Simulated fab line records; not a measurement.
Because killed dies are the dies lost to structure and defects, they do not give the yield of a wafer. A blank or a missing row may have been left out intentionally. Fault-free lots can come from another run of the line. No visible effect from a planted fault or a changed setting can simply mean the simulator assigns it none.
Split-lot study	flow n5 finfet	21 wafers read across 7 lots, on a route 1938 steps long

SPLIT DETAILS
At N5_BEOL_M10_ETCH_66 (etches SOC in N2/H2, target depth 120 nm, overetch 24 nm, time 180 s), the setting time s was moved away from the recipe's 180 s on 9 of the 21 wafers read, by -16.0% to +21.9%. All remaining wafers had this setting at the recipe value.

The reading comes from the split's own step.

THE READING
SiARC_of_BEOL_M10_COAT_64.thk nm (the simulator's own value, which no gauge read), in nm, at N5_BEOL_M10_ETCH_66 (etches SOC in N2/H2, target depth 120 nm, overetch 24 nm, time 180 s). The file gives no usual value for it. Across the 12 wafers here that went through the recipe, the average is 22.7 nm and the standard deviation 0.13 nm.

wafer	tool, chamber at the split	time s as run, s	against the recipe	SiARC_of_BEOL_M10_COAT_64.thk nm, nm	against lot-mates on the recipe
L075.3	rie diel-02, 0	180	recipe	22.8	-
L075.4	rie diel-02, 2	158.7	-11.8%	23.6	+0.8
L075.5	rie diel-02, 2	158.7	-11.8%	23.6	+0.8
L078.1	rie diel-04, 1	180	recipe	22.6	-
L078.2	rie diel-04, 3	180	recipe	22.4	-
L078.6	rie diel-04, 3	151.2	-16.0%	23.8	+1.3
L079.4	rie diel-02, 3,1	180	recipe	22.8	-
L079.5	rie diel-02, 3,1	180	recipe	22.8	-
L079.6	rie diel-02, 2	180	recipe	22.6	-
L090.3	rie diel-04, 2,3	180	recipe	22.8	-
L090.6	rie diel-04, 2,3	180	recipe	22.8	-
L090.5	rie diel-04, 0	151.9	-15.6%	24	+1.2
L092.1	rie diel-02, 3	180	recipe	22.8	-
L092.3	rie diel-02, 0	180	recipe	22.6	-
L092.5	rie diel-02, 3	219.5	+21.9%	21.4	-1.3
L091.2	rie diel-01, 2	214.6	+19.2%	21.2	-1.4
L091.6	rie diel-01, 2	214.6	+19.2%	21.2	-1.4
L091.4	rie diel-01, 1	180	recipe	22.6	-
L094.2	rie diel-01, 1	180	recipe	22.8	-
L094.3	rie diel-01, 2	169	-6.1%	23.2	+0.4
L094.5	rie diel-01, 2	169	-6.1%	23.2	+0.4
The file does not say which wafer passed through which chamber wherever a row lists several chambers: such a row stands for several wafers.

FIT RESULTS
A straight line over all 21 wafers: SiARC_of_BEOL_M10_COAT_64.thk nm changes by -0.0729 nm for each +1% of time s; r = -0.98; the points scatter about the line by 0.13 nm.
The same after taking each lot's own level away (the mean of its wafers on the recipe; 21 wafers): -0.0702 nm for each +1%; r = -0.99; scatter 0.095 nm.
On that fit, the largest move of time s shifts the reading by 1.5 nm.
From 22.50 to 22.80 nm: that is the span of the lots' own levels, equal to 2.3 times the standard deviation above.
Hence the lot-to-lot level has little effect on the slope; both slopes agree.
Check: for one of the wafers moved furthest among these (+21.9%), held out of the fit, the line's prediction against its lot-mates is -1.62 nm. It came out at -1.3 nm against them.

THE FILE'S OWN FIT
SiARC_of_BEOL_M10_COAT_64.thk nm changes by -0.0699 nm for each +1% of time s, r = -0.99.
